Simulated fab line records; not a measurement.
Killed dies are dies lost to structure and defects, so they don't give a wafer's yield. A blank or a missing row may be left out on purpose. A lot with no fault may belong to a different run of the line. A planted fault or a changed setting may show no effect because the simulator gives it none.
Chamber matching / flow nand harc / NHARC_P_CONTACT_ETCH_35 on rie diel-06: 4 sister chambers
The step etches the open film in CF4, target depth 39 nm, time 65 s. 16 wafers are shown with their chamber, then 8 later ones without.

EACH WAFER AND ITS CHAMBER
wafer=L077.1; chamber=0; showerhead plenum p Torr (Torr)=1.66; oes product au (a.u.)=1.018; rf vpp V (V)=149.8
wafer=L077.3; chamber=1; showerhead plenum p Torr (Torr)=1.77; oes product au (a.u.)=0.982; rf vpp V (V)=152.6
wafer=L077.6; chamber=3; showerhead plenum p Torr (Torr)=1.87; oes product au (a.u.)=1.007; rf vpp V (V)=153.1
wafer=L078.3; chamber=1; showerhead plenum p Torr (Torr)=1.77; oes product au (a.u.)=0.996; rf vpp V (V)=151.0
wafer=L078.4; chamber=0; showerhead plenum p Torr (Torr)=1.66; oes product au (a.u.)=1.033; rf vpp V (V)=148.7
wafer=L078.6; chamber=3; showerhead plenum p Torr (Torr)=1.87; oes product au (a.u.)=1.031; rf vpp V (V)=151.4
wafer=L081.1; chamber=0; showerhead plenum p Torr (Torr)=1.66; oes product au (a.u.)=1.028; rf vpp V (V)=150.9
wafer=L081.2; chamber=3; showerhead plenum p Torr (Torr)=1.87; oes product au (a.u.)=1.030; rf vpp V (V)=153.8
wafer=L081.6; chamber=3; showerhead plenum p Torr (Torr)=1.87; oes product au (a.u.)=1.028; rf vpp V (V)=151.8
wafer=L087.1; chamber=0; showerhead plenum p Torr (Torr)=1.66; oes product au (a.u.)=1.020; rf vpp V (V)=150.2
wafer=L087.2; chamber=2; showerhead plenum p Torr (Torr)=1.66; oes product au (a.u.)=0.993; rf vpp V (V)=148.9
wafer=L087.5; chamber=1; showerhead plenum p Torr (Torr)=1.76; oes product au (a.u.)=0.985; rf vpp V (V)=150.3
wafer=L091.1; chamber=3; showerhead plenum p Torr (Torr)=1.87; oes product au (a.u.)=1.024; rf vpp V (V)=151.1
wafer=L091.2; chamber=2; showerhead plenum p Torr (Torr)=1.66; oes product au (a.u.)=1.008; rf vpp V (V)=149.2
wafer=L091.5; chamber=2; showerhead plenum p Torr (Torr)=1.66; oes product au (a.u.)=1.004; rf vpp V (V)=149.9
wafer=L092.1; chamber=3; showerhead plenum p Torr (Torr)=1.87; oes product au (a.u.)=1.016; rf vpp V (V)=152.7

SIGNATURES (averages over the wafers above)
reading=showerhead plenum p Torr; chamber 0=1.6600; chamber 1=1.7667; chamber 2=1.6600; chamber 3=1.8700; scatter within a chamber=0.00236
reading=oes product au; chamber 0=1.02475; chamber 1=0.98767; chamber 2=1.00167; chamber 3=1.02267; scatter within a chamber=0.00826
reading=rf vpp V; chamber 0=149.900; chamber 1=151.300; chamber 2=149.333; chamber 3=152.317; scatter within a chamber=0.974
Rule: distance of a wafer from a chamber = root of the sum over the readings of ((wafer's reading minus chamber's mean) / reading's scatter) squared. The wafer belongs to the nearest chamber; if the next one is less than 2 further off, it can't be placed. The scatter is the square root of a quotient: the sum, over the shown wafers, of each reading's squared deviation from its chamber's mean, divided by wafers minus chambers.

WAFERS WITH NO CHAMBER GIVEN
wafer=L092.3; showerhead plenum p Torr (Torr)=1.66; oes product au (a.u.)=1.013; rf vpp V (V)=150.1
wafer=L092.6; showerhead plenum p Torr (Torr)=1.76; oes product au (a.u.)=0.989; rf vpp V (V)=150.1
wafer=L095.1; showerhead plenum p Torr (Torr)=1.66; oes product au (a.u.)=1.001; rf vpp V (V)=150.0
wafer=L095.3; showerhead plenum p Torr (Torr)=1.76; oes product au (a.u.)=0.969; rf vpp V (V)=150.8
wafer=L095.6; showerhead plenum p Torr (Torr)=1.76; oes product au (a.u.)=0.965; rf vpp V (V)=151.1
wafer=L097.1; showerhead plenum p Torr (Torr)=1.66; oes product au (a.u.)=0.995; rf vpp V (V)=149.4
wafer=L097.3; showerhead plenum p Torr (Torr)=1.76; oes product au (a.u.)=0.970; rf vpp V (V)=151.8
wafer=L097.5; showerhead plenum p Torr (Torr)=1.76; oes product au (a.u.)=0.964; rf vpp V (V)=151.5

WHICH CHAMBER EACH ONE RAN IN
wafer=L092.3; from the rows above=can't be placed: 0 or 2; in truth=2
wafer=L092.6; from the rows above=1; in truth=1
wafer=L095.1; from the rows above=2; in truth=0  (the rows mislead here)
wafer=L095.3; from the rows above=1; in truth=1
wafer=L095.6; from the rows above=1; in truth=1
wafer=L097.1; from the rows above=2; in truth=2
wafer=L097.3; from the rows above=1; in truth=1
wafer=L097.5; from the rows above=1; in truth=1
Placed correctly: 6 of 8. Cannot be placed on the basis of these rows: 1; the candidates contain the true chamber in 1. Placed wrongly: 1.
